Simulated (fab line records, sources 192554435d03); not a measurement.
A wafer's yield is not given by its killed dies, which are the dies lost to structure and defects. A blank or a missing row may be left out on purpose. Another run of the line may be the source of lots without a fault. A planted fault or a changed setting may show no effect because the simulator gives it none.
fab line records | flow n5-finfet
[record] lots = 4 wafers = 12 last-day = 16
route steps=1938 shown BEOL_M10@1524 BEOL_M11@1536 PASSIVATION@1936
lots that met no fault: taken from a fault-free run of the same line
start-h: the number of hours between the record's first day and the start of the first shown wafer of the lot | wait-h: hours elapsed since this lot's preceding step | " unchanged from the row above | L1.1+2: several wafers, shown together as one row | - no value, or no start was given | * or withheld: withheld | < > ~ a bound
route shown NAME@n: a module of which the file shows steps, and the number in the route of the first | usual: average and standard deviation across the fault-free wafers | same: alike in all rows | chamber/n: place in a boat | sites: readings site by site | _std_site: standard deviation across them | _edge_site: inner sites' mean taken away from outer sites' mean | radius-mm: how far each site lies from the wafer's centre | mask NAME#n: copy n | behind: the last tool/chamber to shape the wafer | hold: why the lot went on hold/how many hours it stayed there/how the hold came to an end | device: whichever transistor did not switch (one of n, p or np) | end of line: at the end of the route, the tests of the same wafers | step lacking rows: just its recipe | killed: dies that structure and defects cost at the first sort, which is not the same as the wafer's yield | map: dies across one wafer; x = killed, . = not, _ = none there
set.NAME: the setting the step ran with; set.NAME@STEP: the setting that earlier step ran with | model.NAME: the simulator's own value behind a step, which no gauge read
lots at selected steps of the route; one table per step, one row per wafer
services: a tool's chamber out of use, with start hour (start-h, from the record's first day; less than 0 if before it), hours out, and reason
[[steps]]
[step N5_BEOL_M10_ALD_74]
[recipe] material = TaN target-thk-a = 20 temp-c = 275 ald-precursor-family = PDMAT ald-co-reactant = NH3 pressure-torr = 3 carrier-flow-sccm = 1500 pulse-time-s = 2 purge-time-s = 3 co-reactant-purge-time-s = 2 co-reactant-pulse-time-s = 3 ald-cycles = 40 precursor-vessel-temp-c = 75 precursor-vessel-pressure-torr = 26.25 precursor-vessel-carrier-sccm = 1000
[step N5_BEOL_M10_SURFACE_TREAT_76]
[recipe] gas = Ar time-s = * ion-energy-ev = * ion-current-ma-cm2 = 0.5 pressure-mtorr = * ar-flow-sccm = 30
[step N5_BEOL_M10_CVD_75]
[recipe] material = Co target-thk-a = 20 temp-c = withheld precursor = CCTBA/H2 pressure-torr = 30 time-s = 138.9
[step N5_BEOL_M10_SPUTTER_48]
[recipe] material = Cu target-thk-a = 120 temp-c = -20 bias-v = 60 power-w = 26000 chamber-pressure-pa = 0.13 time-s = 2
[step N5_BEOL_M10_ECD_50]
[recipe] material = Cu target-thk-a = 3180
[step N5_BEOL_M10_ANNEAL_51]
[recipe] temp-c = 225 time-s = 90 ambient = N2
[step N5_BEOL_M10_CMP_52]
[recipe] stop-on = SiCOH_lowk t-overpolish-s = 7 down-force-psi = 1 platen-rpm = 50 clearing-platen-down-force-psi = 1.5 clearing-platen-rpm = 50 post-cmp-clean = cu-alkaline target-thk-nm = 140 clearing-platen-pad-velocity-m-s = 0.99484 pad-velocity-m-s = 0.99484
[step N5_BEOL_M10_PRE_CLEAN_55]
[recipe] gas = NH3 time-s = 15 temp-c = withheld rf-power-w = 300
[step N5_BEOL_M10_DEP_56]
[recipe] material = SiCN target-thk-a = 150 temp-c = withheld precursor = 3MS/NH3 pressure-torr = 3 rf-w = 202 time-s = 26.5
[step N5_BEOL_M11_ILD_DEP_00]
[recipe] material = SiCOH_lowk target-thk-a = 3085.1 temp-c = 300 precursor = DEMS/porogen pressure-torr = 5 rf-w = 500 time-s = 58
[usual] chamber-pressure-Torr = 5.001/0.0097 heater-power-w = 299/36 run-length-s = 101.1/0.47 showerhead-plenum-p-Torr = 5.730/0.012 throttle-valve-pct = 13.3/0.84
// columns lot.wafer tool chamber start-h wait-h chamber-pressure-Torr heater-power-w run-length-s showerhead-plenum-p-Torr throttle-valve-pct model.SiCOH_lowk_of_BEOL_M11_ILD_DEP_00.thk-nm
L470.2 pecvd-04 1 275.89 0.0 5.007 280 100.4 5.723 13.7 309.4
L470.3 " 0 " " 5.001 275 100.5 5.754 13.6 309.4
L470.4 " 1 " " 5.011 277 101.0 5.717 14.0 315.4
L477.3 pecvd-04 0 303.89 0.0 5.000 308 100.8 5.734 13.8 309.6
L477.4 " 0 " " 4.994 298 109.9 5.735 13.4 360.4
L477.6 " 2 " " 5.022 288 101.9 5.714 13.8 315
L473.4 pecvd-03 1 303.96 0.1 5.027 271 101.4 5.730 15.0 316
L473.5 " 2 " " 5.000 319 100.7 5.735 12.3 317.4
L473.6 " 0 " " 5.004 279 100.9 5.736 14.0 309.8
L480.2 pecvd-04 1 342.32 0.0 4.997 277 110.2 5.716 13.9 357.4
L480.4 " 1 " " 5.006 294 110.0 5.723 13.9 361.6
L480.5 " 2 " " 5.008 317 100.9 5.726 13.8 315.2
[step N5_BEOL_M11_CURE_71]
[recipe] temp-c = 385 time-s = 240 ambient = He/Ar material = SiCOH_lowk
[step N5_BEOL_M11_THK_MEAS_01]
[recipe] reads = SiCOH_lowk_of_BEOL_M11_ILD_DEP_00
[usual] M11_ILD_THK = 269/4.1
// columns lot.wafer tool chamber start-h wait-h M11_ILD_THK[nm]
L470.2 film-metro-02 - 276.48 0.4 269
L470.3 " - " " 269
L470.4 " - " " 274
L477.3 film-metro-02 - 304.66 0.3 269
L477.4 " - " " 314
L477.6 " - " " 274
L473.4 film-metro-02 - 304.78 0.2 275
L473.5 " - " " 276
L473.6 " - " " 269
L480.2 film-metro-01 - 342.92 0.4 311
L480.4 " - " " 315
L480.5 " - " " 274
[step N5_BEOL_M11_PECVD_70]
[recipe] material = SiO2 target-thk-a = 200 temp-c = 400 precursor = TEOS/O2 pressure-torr = 5.5 rf-w = 450 teos-flow-sccm = 53.8 gas = O2 flow-sccm = 3000 time-s = 22.7
[step N5_BEOL_M11_HM_DEP_02]
[recipe] material = TiN target-thk-a = 200 temp-c = 25 chamber-pressure-pa = 0.49996
[step N5_BEOL_M11_COAT_59]
[recipe] resist = SOC temp-c = 250 time-s = 60 spin-rpm = 1500 resist-thk-nm = 100
[step N5_BEOL_M11_COAT_60]
[recipe] resist = SiARC temp-c = 220 time-s = 60 spin-rpm = 1500 resist-thk-nm = 30
[step N5_BEOL_M11_COAT_05]
[recipe] resist = CAR-ArF spin-rpm = 1500 resist-thk-nm = 90
[step N5_BEOL_M11_EBR_07]
[recipe] solvent = PGMEA ebr-width-mm = 1.5
[step N5_BEOL_M11_SOFTBAKE_06]
[recipe] temp-c = 110 time-s = 60 resist = CAR-ArF
[step N5_BEOL_M11_EXPOSE_08]
[recipe] mask-id = M11 na = 1.35 source-shape = dipole sigma-inner = 0.411 sigma-outer = 0.611 polarization = te dose-mj = 53.75
[step N5_BEOL_M11_PEB_09]
[recipe] peb-temp-c = withheld peb-time-s = 60 resist = CAR-ArF
[step N5_BEOL_M11_DEVELOP_10]
[recipe] develop-time-s = 30 developer = TMAH resist = CAR-ArF rinse-liquid = diw dry = air-spin dev-temp-c = 23
[step N5_BEOL_M11_DESCUM_16]
[recipe] chemistry = O2 time-s = 7.9 source-power-w = 50 bias-power-w = 20 pressure-mtorr = 20 rf-frequency-hz = 2.712e+07 temp-c = 40 resist = CAR-ArF o2-flow-sccm = 225
[step N5_BEOL_M11_ETCH_61]
[recipe] chemistry = CF4 target = SiARC target-depth-a = 390 mask-material = CAR-ArF time-s = 65 ion-energy-ev = 80 pressure-mtorr = 40 source-w = 545 bias-w = 36 Ar_flow_sccm = 100 cf4-flow-sccm = 100 ends = cleared
[step N5_BEOL_M11_ETCH_62]
[recipe] chemistry = N2/H2 target = SOC target-depth-a = 1100 overetch-a = 220 mask-material = SiARC temp-c = 40 time-s = 165 ion-energy-ev = 200 pressure-mtorr = 30 source-w = 840 bias-w = 150 n2-flow-sccm = 200 h2-flow-sccm = 200
[step N5_BEOL_M11_STRIP_68]
[recipe] chemistry = N2/H2 temp-c = 40 n2-flow-sccm = 200 h2-flow-sccm = 200 rf-frequency-hz = 6e+07
[step N5_BEOL_M11_STRIP_67]
[recipe] chemistry = CF4 resist = SiARC power-w = 300 bias-power-w = 75 pressure-mtorr = 50 cf4-flow-sccm = 150 rf-frequency-hz = 6e+07
[step N5_BEOL_M11_HM_OPEN_17]
[recipe] chemistry = Cl2/BCl3 target-depth-a = 200 overetch-a = 60 target = TiN mask-material = SOC ion-energy-ev = 150 pressure-mtorr = 10 icp-w = 1000 bias-w = 126 Cl2_flow_sccm = 53.25 bcl3-flow-sccm = 21.75 Ar_flow_sccm = 25
[step N5_BEOL_M11_STRIP_19]
[recipe] chemistry = O2 power-w = 400 temp-c = 40 pressure-mtorr = 30 rf-frequency-hz = 6e+07 bias-power-w = 0 overash-fraction = 0.2 o2-flow-sccm = 225
[step N5_BEOL_M11_COAT_63]
[recipe] resist = SOC temp-c = 250 time-s = 60 spin-rpm = 1500 resist-thk-nm = 100
[step N5_BEOL_M11_COAT_64]
[recipe] resist = SiARC temp-c = 220 time-s = 60 spin-rpm = 1500 resist-thk-nm = 30
[step N5_BEOL_M11_COAT_22]
[recipe] resist = CAR-ArF spin-rpm = 1500 resist-thk-nm = 90
[step N5_BEOL_M11_EBR_24]
[recipe] solvent = PGMEA ebr-width-mm = 1.5
[step N5_BEOL_M11_SOFTBAKE_23]
[recipe] temp-c = 110 time-s = 60 resist = CAR-ArF
[step N5_BEOL_M11_EXPOSE_25]
[recipe] mask-id = V10 na = 1.35 source-shape = annular sigma-inner = 0.5 sigma-outer = 0.8 polarization = unpolarized dose-mj = 85.5
[step N5_BEOL_M11_CMP_52]
[recipe] stop-on = SiCOH_lowk t-overpolish-s = 7 down-force-psi = 1 platen-rpm = 50 clearing-platen-down-force-psi = 1.5 clearing-platen-rpm = 50 post-cmp-clean = cu-alkaline target-thk-nm = 140 clearing-platen-pad-velocity-m-s = 0.99484 pad-velocity-m-s = 0.99484
[usual] motor-current-A = 6.1/0.61 slurry-flow-ml-min = 150.0/0.48
// columns lot.wafer tool chamber start-h wait-h motor-current-A slurry-flow-ml-min model.SiCOH_lowk_of_BEOL_M11_ILD_DEP_00.thk-nm
L470.3 cmp-04 2 283.18 0.2 5.3 150.5 265.8
L470.4 " 3 " " 6.2 151.4 271.2
L470.2 " 1 " " 7.0 150.1 265.8
L477.3 cmp-04 2 314.72 0.2 5.0 150.4 266
L477.4 " 1 " " 6.9 150.5 311
L477.6 " 2 " " 5.2 149.9 270.6
L473.4 cmp-03 2 315.37 0.4 6.3 149.3 271.6
L473.5 " 2 " " 6.0 149.8 272.8
L473.6 " 3 " " 6.1 150.2 266.2
L480.4 cmp-03 2 349.75 0.1 6.3 149.8 312
L480.2 " 1 " " 7.1 149.3 308.4
L480.5 " 3 " " 5.8 150.1 271
[step N5_PASSIVATION_PROBE_49]
[usual] defect-limited-yield = 91.3/1.4 killed_at_M0_to_M3 = 33/9.9 killed_at_M4_up = 15/5.6 killed-at-contacts = 13/5.7 killed-at-front-end = 38/12 killed-at-other = 4/3.1 killed-dies = 103/17 killed-open = 66/13 killed-short = 32/7.8 sort_bin_4_leakage = 0.02/0.16 sort_bin_5_function = 5.1/0.95 sort_bin_6_memory = 3.2/0.68 sort-n-pass = 1077/17 sort-yield-pct = 91.3/1.5
[same] gross-dies = 1180 killed-at-back-side = 0 sort_bin_8_speed[%] = 0
// columns lot.wafer tool chamber start-h wait-h defect-limited-yield[%] killed_at_M0_to_M3 killed_at_M4_up killed-at-contacts killed-at-front-end killed-at-other killed-dies killed-open killed-short sort_bin_4_leakage[%] sort_bin_5_function[%] sort_bin_6_memory[%] sort-n-pass sort-yield-pct[%]
L480.5 prober-01 - 389.24 0.2 91.6 30 15 19 33 2 99 75 20 0 4.3 4.0 1081 91.6
// killed by level:class
L480.5 MOL_CONTACT_COAG:geometric-particle:open=17 BEOL_M2:geometric-particle:open=13 BEOL_M4:geometric-particle:open=10 FIN_SAQP:geometric-particle:open=7 DUMMY_GATE:geometric-particle:open=5 ILD0:geometric-particle:short=5 BEOL_M0_SAQP:geometric-particle:open=5 GATE_CUT:geometric-particle:short=3
[[services]]
// columns tool chamber start-h hours kind
cmp-04 - 261.59 0.5 repair
pecvd-04 0 262.33 5.5 scheduled-down
pecvd-04 - 270.79 3.2 repair
cmp-04 - 281.53 0.5 repair
pecvd-03 1 281.86 19.3 repair
pecvd-04 0 286.04 5.0 scheduled-down
cmp-03 - 296.81 5.0 repair
cmp-03 - 304.61 1.0 repair
[[key]]
[first-sign] step = N5_BEOL_M11_ILD_DEP_00 reading = run-length-s direction = up sigmas = 19 usual = * struck = *
[effect] step = N5_BEOL_M11_THK_MEAS_01 reading = M11_ILD_THK direction = up sigmas = 11 usual = 269 struck = 314
[model-effect] step = N5_BEOL_M11_ILD_DEP_00 value = SiCOH_lowk_of_BEOL_M11_ILD_DEP_00.thk-nm without = 311 struck = 359.8
[model-effect] step = N5_BEOL_M11_CMP_52 value = SiCOH_lowk_of_BEOL_M11_ILD_DEP_00.thk-nm without = 267.2 struck = 310.5
met-at N5_BEOL_M11_ILD_DEP_00
struck-wafers L477.4,L480.2,L480.4
onset-between 275.89 303.89
[fault] kind = process-parameter-drift tool = pecvd-04 chamber = - onset-h = 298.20 steps = N5_BEOL_M11_ILD_DEP_00 channel = time-s offset = * shape = step end-h = 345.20 scope = struck-wafers-only acts-in = * stated = *
